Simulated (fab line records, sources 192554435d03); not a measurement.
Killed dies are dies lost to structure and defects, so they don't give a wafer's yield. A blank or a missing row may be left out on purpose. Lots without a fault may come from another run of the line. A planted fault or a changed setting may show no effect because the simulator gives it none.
fab line records | flow n5_finfet
record lots=10 wafers=29 last_day=17
route steps=1938 shown BEOL_M15@1785 PASSIVATION@1936
lots that met no fault: from a run of the same line without faults
start_h: hours from the record's first day to the start of the lot's first wafer shown | wait_h: hours since the lot's step before | " the same as in the row above | L1.1+2: a row that stands for several wafers | - no value, or no start given | * or withheld: withheld | < > ~ a bound
route shown NAME@n: a module of which the file shows steps, and the number in the route of the first | usual: mean/standard deviation of fault-free wafers | same: alike in all rows | chamber/n: place in a boat | sites: the reading at each site | _std_site: their standard deviation | _edge_site: outer sites' mean less inner sites' | radius_mm: how far each site lies from the wafer's centre | mask NAME#n: copy n | behind: the tool/chamber that last shaped the wafer | hold: why the lot was held/for how many hours/how that ended | device: the transistor (n, p or np) that didn't switch | end of line: the same wafers' tests at the end of the route | a step without rows: its recipe alone | killed: dies lost to structure and defects at the first sort, not the wafer's yield | map: a wafer's dies, x killed, . not, _ none there
set.NAME: the setting as run; set.NAME@STEP: as run at that earlier step | model.NAME: the simulator's own value behind a step, which no gauge read
steps of the route over a sample of lots; a table a step, a row a wafer
services: from which hour (start_h, from the record's first day; less than 0 if before it) a tool's chamber was out of use, for how many hours, and why
## steps
# step N5_BEOL_M15_INSPECT_12
# recipe mode=adi inspect_instrument=macro
# usual raw_defect_count=2.1/1.4
# columns lot.wafer tool chamber start_h wait_h raw_defect_count
L941.2 defect_inspect-02 - 235.52 0.0 0
L941.3 " - " " 4
L941.5 " - " " 3
L943.1 defect_inspect-01 - 252.10 0.0 3
L943.4 " - " " 4
L943.6 " - " " 0
L944.2 defect_inspect-01 - 262.59 0.0 2
L944.5 " - " " 1
L944.6 " - " " 3
L949.1 defect_inspect-02 - 291.80 0.0 2
L949.3 " - " " 0
L957.2 defect_inspect-02 - 351.97 0.0 3
L957.3 " - " " 1
L957.4 " - " " 1
L959.1 defect_inspect-01 - 355.69 0.0 3
L959.2 " - " " 1
L959.5 " - " " 2
L961.2 defect_inspect-02 - 367.17 0.0 2
L961.3 " - " " 1
L961.4 " - " " 3
L963.1 defect_inspect-01 - 374.08 0.0 4
L963.2 " - " " 3
L963.6 " - " " 0
L962.1 defect_inspect-01 - 377.02 0.0 2
L962.4 " - " " 1
L962.5 " - " " 1
L964.1 defect_inspect-01 - 384.70 0.0 1
L964.3 " - " " 2
L964.5 " - " " 0
# step N5_BEOL_M15_VIA_ETCH_16
# recipe chemistry=C4F8/O2/Ar target=SiO2 he_inner_torr=15 he_outer_torr=30 target_depth_a=17922 time_s=withheld ion_energy_ev=800 pressure_mtorr=20 source_w=1905 bias_w=2040 Ar_flow_sccm=400 C4F8_flow_sccm=16 O2_flow_sccm=12 ends=cleared
# usual drypump_motor_current_A=5.8/0.44 oes_product_au=0.69/0.082 rf_vpp_V=2221/25 showerhead_plenum_p_Torr=3.41/0.084 throttle_valve_pct=30.89/0.3
# columns lot.wafer tool chamber start_h wait_h drypump_motor_current_A oes_product_au rf_vpp_V showerhead_plenum_p_Torr throttle_valve_pct
L941.2 rie_diel-05 1 235.68 0.0 6.3 0.61 2163 3.53 30.83
L941.3 " 0 " " 6.1 0.74 2231 3.46 30.99
L941.5 " 2 " " 5.3 0.63 2180 3.54 30.57
L943.1 rie_diel-04 3 252.22 0.0 5.2 0.88 2243 3.40 30.41
L943.4 " 0 " " 5.2 0.63 2239 3.29 31.02
L943.6 " 0 " " 5.2 0.63 2238 3.29 31.00
L944.2 rie_diel-04 0 262.73 0.0 5.2 0.63 2238 3.29 31.02
L944.5 " 0 " " 5.2 0.64 2239 3.29 31.03
L944.6 " 3 " " 5.3 0.85 2245 3.40 30.37
L949.1 rie_diel-04 1 292.06 0.0 5.2 0.76 2256 3.50 31.01
L949.3 " 0 " " 5.2 0.63 2237 3.28 31.02
L957.2 rie_diel-02 2 352.09 0.0 6.3 0.61 2226 3.52 30.93
L957.3 " 1 " " 6.0 0.65 2221 3.30 31.33
L957.4 " 2 " " 6.3 0.61 2227 3.51 30.93
L959.1 rie_diel-04 1 355.81 0.0 5.2 0.74 2253 3.49 31.05
L959.2 " 3 " " 5.3 0.81 2242 3.38 30.39
L959.5 " 1 " " 5.2 0.73 2254 3.49 31.03
L961.2 rie_diel-05 1 367.29 0.0 6.3 0.81 2161 3.51 30.39
L961.3 " 0 " " 6.1 0.70 2227 3.43 31.05
L961.4 " 2 " " 5.3 0.60 2178 3.52 30.61
L963.1 rie_diel-04 1 374.20 0.0 5.2 0.73 2253 3.48 31.05
L963.2 " 0 " " 5.2 0.61 2237 3.27 31.04
L963.6 " 2 " " 6.2 0.62 2207 3.42 31.24
L962.1 rie_diel-05 0 377.14 0.0 6.1 0.69 2228 3.43 31.04
L962.4 " 1 " " 6.4 0.81 2162 3.51 30.40
L962.5 " 3 " " 6.1 0.66 2197 3.30 30.84
L964.1 rie_diel-02 2 384.82 0.0 6.3 0.61 2225 3.51 30.94
L964.3 " 3 " " 5.9 0.83 2199 3.39 30.57
L964.5 " 3 " " 5.9 0.83 2200 3.39 30.55
# step N5_BEOL_M15_INSPECT_30
# recipe mode=adi inspect_instrument=macro
# usual raw_defect_count=2.1/1.4
# columns lot.wafer tool chamber start_h wait_h raw_defect_count
L941.2 defect_inspect-01 - 237.15 0.0 2
L941.3 " - " " 1
L941.5 " - " " 1
L943.1 defect_inspect-02 - 253.57 0.0 1
L943.4 " - " " 3
L943.6 " - " " 3
L944.2 defect_inspect-02 - 264.33 0.0 >300
L944.5 " - " " >300
L944.6 " - " " >300
L949.1 defect_inspect-02 - 293.75 0.0 >300
L949.3 " - " " >300
L957.2 defect_inspect-01 - 353.50 0.0 2
L957.3 " - " " 0
L957.4 " - " " 3
L959.1 defect_inspect-01 - 357.35 0.0 6
L959.2 " - " " 3
L959.5 " - " " 3
L961.2 defect_inspect-01 - 368.66 0.0 0
L961.3 " - " " 1
L961.4 " - " " 5
L963.1 defect_inspect-02 - 375.57 0.0 2
L963.2 " - " " 2
L963.6 " - " " 3
L962.1 defect_inspect-01 - 378.60 0.0 4
L962.4 " - " " 1
L962.5 " - " " 3
L964.1 defect_inspect-02 - 386.29 0.0 4
L964.3 " - " " 0
L964.5 " - " " 1
# step N5_BEOL_M15_STRIP_36
# recipe chemistry=O2 power_w=600 temp_c=60 pressure_mtorr=30 rf_frequency_hz=6e+07 bias_power_w=0 overash_fraction=0.3 o2_flow_sccm=225
# usual drypump_motor_current_A=5.9/0.42 oes_product_au=0.76/0.083 rf_vpp_V=3.6/0.87 showerhead_plenum_p_Torr=2.09/0.06 throttle_valve_pct=16.75/0.28
# columns lot.wafer tool chamber start_h wait_h drypump_motor_current_A oes_product_au rf_hours_counter_h rf_vpp_V showerhead_plenum_p_Torr throttle_valve_pct
L941.2 rie_diel-04 0 242.56 5.1 5.2 0.71 213 4.0 1.98 16.79
L941.3 " 2 " " 6.2 0.72 179 4.2 2.09 16.98
L941.5 " 1 " " 5.3 0.86 - 2.8 2.13 16.67
L943.1 rie_diel-02 1 254.19 0.3 6.0 0.76 135 3.5 2.02 17.04
L943.4 " 0 " " 5.8 0.72 229 4.2 2.07 16.98
L943.6 " 3 " " 5.8 0.69 - 3.9 2.06 16.52
L944.2 rie_diel-05 0 266.04 0.9 6.1 0.80 92 4.2 2.11 16.82
L944.5 " 0 " " 6.0 0.81 - 3.6 2.11 16.82
L944.6 " 2 " " 5.3 0.69 - 2.7 2.17 16.67
L949.1 rie_diel-02 2 299.81 5.7 6.2 0.69 210 3.0 2.17 16.93
L949.3 " 0 " " 5.7 0.72 241 2.1 2.07 16.97
L957.2 rie_diel-04 0 353.87 0.1 5.2 0.68 241 2.9 1.97 16.84
L957.3 " 2 " " 6.2 0.71 207 2.3 2.08 17.00
L957.4 " 3 " " 5.3 0.88 38 2.5 2.07 16.22
L959.1 rie_diel-04 1 359.52 1.9 5.2 0.83 86 2.5 2.12 16.75
L959.2 " 2 " " 6.2 0.70 210 4.0 2.08 17.02
L959.5 " 1 " " 5.2 0.83 - 4.6 2.12 16.72
L961.2 rie_diel-02 1 369.01 0.0 6.0 0.72 178 4.4 2.01 17.16
L961.3 " 0 " " 5.8 0.69 264 3.3 2.06 17.06
L961.4 " 2 " " 6.3 0.68 234 4.2 2.16 16.96
L963.1 rie_diel-05 3 376.16 0.3 6.1 0.72 162 4.4 2.02 16.83
L963.2 " 0 " " 6.1 0.77 130 1.9 2.10 16.88
L963.6 " 0 " " 6.1 0.75 - 4.4 2.10 16.89
L962.1 rie_diel-05 0 383.09 4.2 6.0 0.77 133 3.5 2.10 16.89
L962.4 " 0 " " 6.0 0.77 - 3.9 2.10 16.86
L962.5 " 3 " " 6.2 0.73 - 3.0 2.02 16.79
L964.1 rie_diel-04 3 387.09 0.2 5.2 0.86 49 3.0 2.06 16.19
L964.3 " 2 " " 6.2 0.70 218 4.7 2.07 17.03
L964.5 " 3 " " 5.3 0.87 - 3.2 2.06 16.22
# step N5_BEOL_M15_PRE_CLEAN_42
# recipe gas=H2/He time_s=30 temp_c=300
# usual heater_power_w=481/71
# columns lot.wafer tool chamber start_h wait_h heater_power_w
L941.2 pvd_sputter-03 - 243.20 0.0 562
L941.3 " - " " 453
L941.5 " - " " 451
L943.1 pvd_sputter-01 - 255.15 0.0 596
L943.4 " - " " 461
L943.6 " - " " 470
L944.2 pvd_sputter-02 - 266.61 0.0 446
L944.5 " - " " 459
L944.6 " - " " 568
L949.1 pvd_sputter-03 - 300.46 0.0 449
L949.3 " - " " 500
L957.2 pvd_sputter-03 - 354.45 0.0 424
L957.3 " - " " 447
L957.4 " - " " 555
L959.1 pvd_sputter-01 - 360.22 0.0 452
L959.2 " - " " 467
L959.5 " - " " 365
L961.2 pvd_sputter-03 - 369.39 0.0 421
L961.3 " - " " 562
L961.4 " - " " 499
L963.1 pvd_sputter-03 - 376.62 0.0 557
L963.2 " - " " 506
L963.6 " - " " 446
L962.1 pvd_sputter-03 - 383.89 0.0 430
L962.4 " - " " 459
L962.5 " - " " 492
L964.1 pvd_sputter-01 - 387.67 0.0 458
L964.3 " - " " 450
L964.5 " - " " 456
# step N5_PASSIVATION_PROBE_49
# usual defect_limited_yield=91.3/1.5 killed_at_M0_to_M3=34/9.4 killed_at_M4_up=13/5.3 killed_at_contacts=13/5.7 killed_at_front_end=40/10 killed_at_other=3.7/2.8 killed_dies=103/17 killed_on_rim=13/4.2 killed_open=67/13 killed_short=35/8.5 sort_bin_4_leakage=0.00/0.016 sort_bin_5_function=5.0/0.98 sort_bin_6_memory=3.3/0.7 sort_n_pass=1077/17 sort_yield_pct=91.3/1.5
# same gross_dies=1180 killed_at_back_side=0 sort_bin_8_speed[%]=0
# columns lot.wafer tool chamber start_h wait_h defect_limited_yield[%] killed_at_M0_to_M3 killed_at_M4_up killed_at_contacts killed_at_front_end killed_at_other killed_dies killed_on_rim killed_open killed_short sort_bin_4_leakage[%] sort_bin_5_function[%] sort_bin_6_memory[%] sort_n_pass sort_yield_pct[%]
L944.2 prober-02 - 285.28 0.1 83.1 43 75 19 54 9 200 34 91 45 0 10.5 4.6 980 83.1
L944.5 prober-02 - 285.43 0.2 83.7 55 72 17 46 2 192 34 86 45 0 10.3 3.5 988 83.7
L944.6 prober-02 - 285.48 0.3 84.1 38 86 22 37 5 188 23 71 45 0 10.2 4.4 992 84.1
L949.1 prober-01 - 316.04 0.0 82.1 18 123 9 59 2 211 14 63 37 0 11.1 4.8 969 82.1
L949.3 prober-01 - 316.14 0.1 86.7 27 96 10 20 4 157 27 64 21 0 8.4 3.5 1023 86.7
L959.1 prober-02 - 374.65 0.0 93.6 24 6 13 31 2 76 7 54 22 0 3.0 3.3 1104 93.6
L959.2 prober-02 - 374.70 0.1 93.6 35 7 6 27 0 75 10 61 14 0 3.2 3.0 1105 93.6
L959.5 prober-02 - 374.85 0.2 91.3 37 15 6 41 4 103 9 64 36 0 4.3 3.6 1077 91.3
# killed by level:class
L944.2 BEOL_M15:unspecified=63 MOL_CONTACT_COAG:geometric_particle:open=16 FIN_SAQP:geometric_particle:open=15 FIN_SAQP:geometric_particle:short=10 BEOL_M3:geometric_particle:open=10 BEOL_M0_SAQP:geometric_particle:short=10 STI_FIN_REVEAL:geometric_particle:open=9 BEOL_M0_SAQP:geometric_particle:open=9
L944.5 BEOL_M15:unspecified=60 BEOL_M3:geometric_particle:open=19 FIN_SAQP:geometric_particle:short=13 MOL_CONTACT_COAG:geometric_particle:open=13 FIN_SAQP:geometric_particle:open=11 BEOL_M0_SAQP:geometric_particle:short=8 BEOL_M0_SAQP:geometric_particle:open=7 BEOL_M1:geometric_particle:open=7
L944.6 BEOL_M15:unspecified=72 MOL_CONTACT_COAG:geometric_particle:open=17 FIN_SAQP:geometric_particle:open=11 BEOL_M0_SAQP:geometric_particle:short=11 BEOL_M3:geometric_particle:open=10 FIN_SAQP:geometric_particle:short=9 BEOL_M0_SAQP:geometric_particle:open=7 BEOL_M1:geometric_particle:open=6
L949.1 BEOL_M15:unspecified=110 FIN_SAQP:geometric_particle:short=13 FIN_SAQP:geometric_particle:open=10 STI_FIN_REVEAL:geometric_particle:open=7 ILD0:geometric_particle:open=7 MOL_CONTACT_COAG:geometric_particle:open=7 BEOL_M3:geometric_particle:open=5 BEOL_M4:geometric_particle:open=5
L949.3 BEOL_M15:unspecified=68 BEOL_M4:geometric_particle:open=13 MOL_CONTACT_COAG:geometric_particle:open=8 BEOL_M1:geometric_particle:open=7 BEOL_M2:geometric_particle:open=6 BEOL_M3:geometric_particle:open=5 FIN_SAQP:geometric_particle:short=4 STI_FIN_REVEAL:geometric_particle:open=4
L959.1 MOL_CONTACT_COAG:geometric_particle:open=12 BEOL_M0_SAQP:geometric_particle:open=10 BEOL_M2:geometric_particle:open=6 FIN_SAQP:geometric_particle:short=5 GATE_CUT:geometric_particle:short=5 FIN_SAQP:geometric_particle:open=4 STARTING-WAFER:geometric_particle:open=3 FIN_CUT:geometric_particle:open=2
L959.2 BEOL_M2:geometric_particle:open=14 BEOL_M0_SAQP:geometric_particle:open=11 STI_FIN_REVEAL:geometric_particle:open=10 FIN_SAQP:geometric_particle:short=4 MOL_CONTACT_COAG:geometric_particle:open=4 BEOL_M3:geometric_particle:open=4 BEOL_M4:geometric_particle:open=4 FIN_SAQP:geometric_particle:open=3
L959.5 BEOL_M3:geometric_particle:open=14 BEOL_M5:geometric_particle:open=9 DUMMY_GATE:geometric_particle:open=8 STARTING-WAFER:geometric_particle:open=8 BEOL_M0_SAQP:geometric_particle:short=7 FIN_SAQP:geometric_particle:short=6 MOL_CONTACT_COAG:geometric_particle:open=5 GATE_CUT:geometric_particle:short=4
## services
# columns tool chamber start_h hours kind
rie_diel-04 1 229.69 7.4 repair
rie_diel-05 3 265.18 6.2 repair
rie_diel-05 1 271.34 - clean
rie_diel-05 1 271.34 - consumable_replace:focus_ring
rie_diel-05 1 271.34 21.2 scheduled_down
rie_diel-05 1 271.34 21.2 vent_cycle
rie_diel-04 - 273.42 14.6 pm
pvd_sputter-03 - 278.15 5.5 repair
rie_diel-02 0 279.54 8.0 repair
rie_diel-02 0 289.38 4.3 repair
pvd_sputter-02 - 294.67 5.9 repair
pvd_sputter-01 - 310.24 2.1 repair
rie_diel-02 0 316.61 4.1 repair
rie_diel-02 2 319.89 2.5 repair
rie_diel-02 3 323.57 29.4 repair
rie_diel-02 1 326.74 3.5 repair
rie_diel-04 0 356.87 1.3 repair
rie_diel-02 0 364.04 1.5 repair
rie_diel-05 2 372.19 - clean
rie_diel-02 0 375.58 11.8 repair
rie_diel-04 0 384.10 - clean
rie_diel-04 0 384.10 - consumable_replace:focus_ring
rie_diel-04 0 384.10 - consumable_replace:showerhead
pvd_sputter-03 - 387.67 2.2 repair
## key
first_sign step=N5_BEOL_M15_INSPECT_30 reading=raw_defect_count direction=up sigmas=99+ usual=2.1 struck=>300
effect step=N5_PASSIVATION_PROBE_49 reading=killed_at_M4_up direction=up sigmas=15 usual=13 struck=90
more_kills_born_at N5_BEOL_M15_VIA_ETCH_16@rie_diel-04=373
met_at N5_BEOL_M15_VIA_ETCH_16
struck_lots L944,L949
not_acting_at N5_BEOL_M15_INSPECT_12,N5_BEOL_M15_STRIP_36,N5_BEOL_M15_PRE_CLEAN_42
onset_between 252.22 262.73
fault kind=chamber_particle_source tool=rie_diel-04 chamber=- onset_h=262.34 steps=N5_BEOL_M15_VIA_ETCH_16 rate_per_visit_cm2=0.72143 end_h=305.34
